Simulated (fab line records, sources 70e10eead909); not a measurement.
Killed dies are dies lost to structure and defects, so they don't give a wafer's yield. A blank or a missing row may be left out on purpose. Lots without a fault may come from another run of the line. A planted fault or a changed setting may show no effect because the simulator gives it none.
Which tool did it? | flow nand_harc | 12 lots, 36 wafers sampled, at 5 steps of a route of 1302

WHAT THE GAUGES READ, wafer by wafer
NHARC_A_CONTACT_OVL_MEAS_09. Usual: overlay_x_nm -0.1 nm, standard deviation 0.9; overlay_y_nm 0.1 nm, standard deviation 0.95.
lot  | measured     | on         | overlay_x_nm (nm) | overlay_y_nm (nm) | flag
L619 | day 23 04:11 | overlay-01 | 0.2 -0.1 0.2      | -0.6 -0.9 -0.6    |
L620 | day 23 13:23 | overlay-02 | 0.3 0.3 0.6       | 0.6 0.6 0.8       |
L624 | day 24 17:46 | overlay-01 | -2.0 -1.5 -1.7    | -1.7 -1.3 -1.6    |
L626 | day 25 18:29 | overlay-02 | 0.2 0.3 0.2       | -0.6 -1.2 -0.8    |
L627 | day 26 17:03 | overlay-01 | 0.2 0.8 0.4       | -1.2 -0.2 -1.0    |
L633 | day 28 13:51 | overlay-02 | 1.0 0.6 0.5       | 0.1 0.6 0.2       |
L636 | day 29 09:41 | overlay-01 | -0.6 -0.8 -1.0    | 2.0 2.4 2.1       |
L637 | day 29 23:04 | overlay-01 | 2.5 2.1 2.7       | 0.3 -0.1 0.6      |
L639 | day 30 14:54 | overlay-02 | -0.1 0.1 -0.6     | 1.1 0.9 0.4       |
L640 | day 30 16:29 | overlay-01 | -0.2 -0.1 0.2     | -1.1 -0.8 -1.1    |
L638 | day 31 04:57 | overlay-02 | 0.2 0.5 0.3       | -1.2 -1.2 -1.1    |
L641 | day 31 17:22 | overlay-02 | 0.3 0.6 0.3       | -1.0 0.0 -0.8     |

NHARC_END_SORT_01. Usual: killed_at_array 59, standard deviation 17; killed_at_other 0.9, standard deviation 1.6; killed_at_periphery 3.7, standard deviation 2.3; killed_dies 64, standard deviation 17; killed_open 3.3, standard deviation 1.8; killed_short 2.4, standard deviation 1.6.
lot  | measured     | on        | killed_at_array | killed_at_other | killed_at_periphery | killed_dies | killed_open | killed_short | flag
L636 | day 31 09:56 | prober-01 | 669 669 673     | 5 4 0           | 3 4 4               | 677 677 677 | 3 2 4       | 4 4 2        | OFF
L637 | day 32 03:02 | prober-01 | 675 673 674     | 0 0 0           | 2 4 3               | 677 677 677 | 4 2 5       | 2 4 3        | OFF

WHICH TOOL RAN EACH LOT (tool, then ch and the chambers of the sampled wafers, then the start)
lot  | NHARC_A_CONTACT_ETCH_89            | NHARC_A_CONTACT_ETCH_136             | NHARC_A_CONTACT_ETCH_137
L619 | rie_diel-03 ch 0,2,3, day 23 04:32 | har_cap_etch-01 ch 0,1, day 23 05:53 | har_cap_etch-01 ch 0,1, day 23 06:10
L620 | rie_diel-12 ch 0,3, day 23 13:41   | har_cap_etch-02 ch 0,1, day 23 15:17 | har_cap_etch-02 ch 0,1, day 23 15:34
L624 | rie_diel-06 ch 1,2,3, day 24 18:02 | har_cap_etch-03 ch 0,1, day 24 19:28 | har_cap_etch-03 ch 0,1, day 24 19:44
L626 | rie_diel-12 ch 1,2,3, day 25 18:46 | har_cap_etch-02 ch 0,1, day 25 20:11 | har_cap_etch-02 ch 0,1, day 25 20:28
L627 | rie_diel-12 ch 1,2,3, day 26 17:21 | har_cap_etch-03 ch 0,1, day 26 18:45 | har_cap_etch-03 ch 0,1, day 26 19:01
L633 | rie_diel-03 ch 0,2, day 28 14:17   | har_cap_etch-03 ch 0,1, day 28 15:53 | har_cap_etch-03 ch 0,1, day 28 16:09
L636 | rie_diel-12 ch 0,1, day 29 09:57   | har_cap_etch-02 ch 0,1, day 29 11:23 | har_cap_etch-02 ch 0,1, day 29 11:39
L637 | rie_diel-03 ch 2,3, day 29 23:23   | har_cap_etch-03 ch 0,1, day 30 02:06 | har_cap_etch-03 ch 0,1, day 30 02:22
L639 | rie_diel-12 ch 0,2,3, day 30 15:10 | har_cap_etch-02 ch 0,1, day 30 16:36 | har_cap_etch-02 ch 0,1, day 30 16:52
L640 | rie_diel-06 ch 0,1,3, day 30 16:45 | har_cap_etch-01 ch 0,1, day 30 18:10 | har_cap_etch-01 ch 0,1, day 30 18:26
L638 | rie_diel-03 ch 0,1, day 31 05:13   | har_cap_etch-01 ch 0,1, day 31 06:42 | har_cap_etch-01 ch 0,1, day 31 06:58
L641 | rie_diel-12 ch 0,2, day 31 17:40   | har_cap_etch-02 ch 0,1, day 31 19:03 | har_cap_etch-02 ch 0,1, day 31 19:20
- NHARC_A_CONTACT_ETCH_89: etches the open film in N2/H2, target depth 260 nm, time 475.3 s.
- NHARC_A_CONTACT_ETCH_136: etches the open film in C4F8/O2/Ar, time 311 s, target depth 1912 nm.
- NHARC_A_CONTACT_ETCH_137: etches the open film in C4F8/O2/Ar, time 311 s, target depth 1912 nm.

WHAT THE TOOLS THEMSELVES READ (means of the sampled wafers that have a number; where no wafer has one, the mark that the record gives instead)
NHARC_A_CONTACT_ETCH_89. Usual: bias_w 149.9 W, standard deviation 0.47; chamber_pressure_mTorr 30.001 mTorr, standard deviation 0.029; drypump_motor_current_A 5.7 A, standard deviation 0.37; oes_product_au 0.999 a.u., standard deviation 0.014; rf_vpp_V 429.8 V, standard deviation 2.6; showerhead_plenum_p_Torr 2.01 Torr, standard deviation 0.089; throttle_valve_pct 14.170 %, standard deviation 0.0086.
lot  | tool        | bias_w (W) | chamber_pressure_mTorr (mTorr) | drypump_motor_current_A (A) | oes_product_au (a.u.) | rf_vpp_V (V) | showerhead_plenum_p_Torr (Torr) | throttle_valve_pct (%) | flag
L619 | rie_diel-03 | 150.0      | 30.001                         | 6.0                         | 0.995                 | 430.5        | 1.99                            | 14.173                 |
L620 | rie_diel-12 | 149.7      | 29.999                         | 5.2                         | 0.989                 | 429.1        | 2.00                            | 14.168                 |
L624 | rie_diel-06 | 150.2      | 29.987                         | 5.3                         | 1.003                 | 432.3        | 2.11                            | 14.169                 |
L626 | rie_diel-12 | 149.7      | 29.986                         | 5.9                         | 1.006                 | 428.8        | 2.01                            | 14.170                 |
L627 | rie_diel-12 | 150.3      | 30.023                         | 5.9                         | 1.013                 | 430.0        | 2.01                            | 14.176                 |
L633 | rie_diel-03 | 149.6      | 29.999                         | 6.1                         | 0.999                 | 428.9        | 1.97                            | 14.165                 |
L636 | rie_diel-12 | -          | -                              | -                           | -                     | -            | -                               | -                      | OFF
L637 | rie_diel-03 | -          | -                              | -                           | -                     | -            | -                               | -                      | OFF
L639 | rie_diel-12 | 149.5      | 29.989                         | 5.5                         | 1.007                 | 429.2        | 1.98                            | 14.167                 |
L640 | rie_diel-06 | 150.2      | 30.002                         | 5.3                         | 0.994                 | 431.6        | 2.09                            | 14.178                 |
L638 | rie_diel-03 | 149.8      | 29.984                         | 5.9                         | 1.007                 | 429.1        | 1.96                            | 14.158                 |
L641 | rie_diel-12 | 150.3      | 30.034                         | 5.2                         | 1.013                 | 428.0        | 1.92                            | 14.165                 |

NHARC_A_CONTACT_ETCH_136. Usual: chamber_pressure_mTorr 20.001 mTorr, standard deviation 0.018; oes_air_line_au 1.000 a.u., standard deviation 0.021.
lot  | tool            | chamber_pressure_mTorr (mTorr) | oes_air_line_au (a.u.) | flag
L619 | har_cap_etch-01 | 20.012                         | 1.010                  |
L620 | har_cap_etch-02 | 20.013                         | 0.992                  |
L624 | har_cap_etch-03 | 20.002                         | 0.996                  |
L626 | har_cap_etch-02 | 20.009                         | 0.988                  |
L627 | har_cap_etch-03 | 19.990                         | 1.001                  |
L633 | har_cap_etch-03 | 19.991                         | 0.972                  |
L636 | har_cap_etch-02 | 20.004                         | 1.007                  |
L637 | har_cap_etch-03 | 20.006                         | 1.017                  |
L639 | har_cap_etch-02 | 19.997                         | 0.980                  |
L640 | har_cap_etch-01 | 20.011                         | 1.007                  |
L638 | har_cap_etch-01 | 19.996                         | 0.988                  |
L641 | har_cap_etch-02 | 19.990                         | 0.958                  |

NHARC_A_CONTACT_ETCH_137. Usual: chamber_pressure_mTorr 19.999 mTorr, standard deviation 0.018; oes_air_line_au 1.002 a.u., standard deviation 0.021.
lot  | tool            | chamber_pressure_mTorr (mTorr) | oes_air_line_au (a.u.) | flag
L619 | har_cap_etch-01 | 19.986                         | 0.988                  |
L620 | har_cap_etch-02 | 19.996                         | 0.997                  |
L624 | har_cap_etch-03 | 19.997                         | 1.005                  |
L626 | har_cap_etch-02 | 20.004                         | 0.994                  |
L627 | har_cap_etch-03 | 20.012                         | 0.986                  |
L633 | har_cap_etch-03 | 20.004                         | 1.019                  |
L636 | har_cap_etch-02 | 20.003                         | 1.010                  |
L637 | har_cap_etch-03 | 20.005                         | 0.997                  |
L639 | har_cap_etch-02 | 20.005                         | 1.000                  |
L640 | har_cap_etch-01 | 19.995                         | 0.999                  |
L638 | har_cap_etch-01 | 19.998                         | 0.994                  |
L641 | har_cap_etch-02 | 20.028                         | 1.006                  |

THE ANSWER, worked out from the rows above alone
Rule: a lot is off if the mean of its wafers that have a number lies more than 3 standard deviations from the usual mean. A lot without any number at a reading at which 4 lots or more have one is off too. The other lots that the step has rows for count as sound. The gauges are gone through in route order, then the tools' own readings, and for those a lot's mean is taken as printed above. The first step at which some lot is off is used, and at that step the reading that is off furthest; a lot without a number counts as furthest.
Off: L636, L637, at NHARC_END_SORT_01 (killed_at_array). Neither off nor sound, because the step has no rows for them: L619, L620, L624, L626, L627, L633, L639, L640, L638, L641.
A tool fits if, at a process step before that reading, it ran every lot that is off, and no sound lot after the first of them. The gauges at NHARC_END_SORT_01 aren't tried: what is off there is off at NHARC_A_CONTACT_ETCH_89 too, on other tools, and a gauge's error can't cause that. None of those tried fits.

WHAT THE SIMULATOR HAD PUT IN
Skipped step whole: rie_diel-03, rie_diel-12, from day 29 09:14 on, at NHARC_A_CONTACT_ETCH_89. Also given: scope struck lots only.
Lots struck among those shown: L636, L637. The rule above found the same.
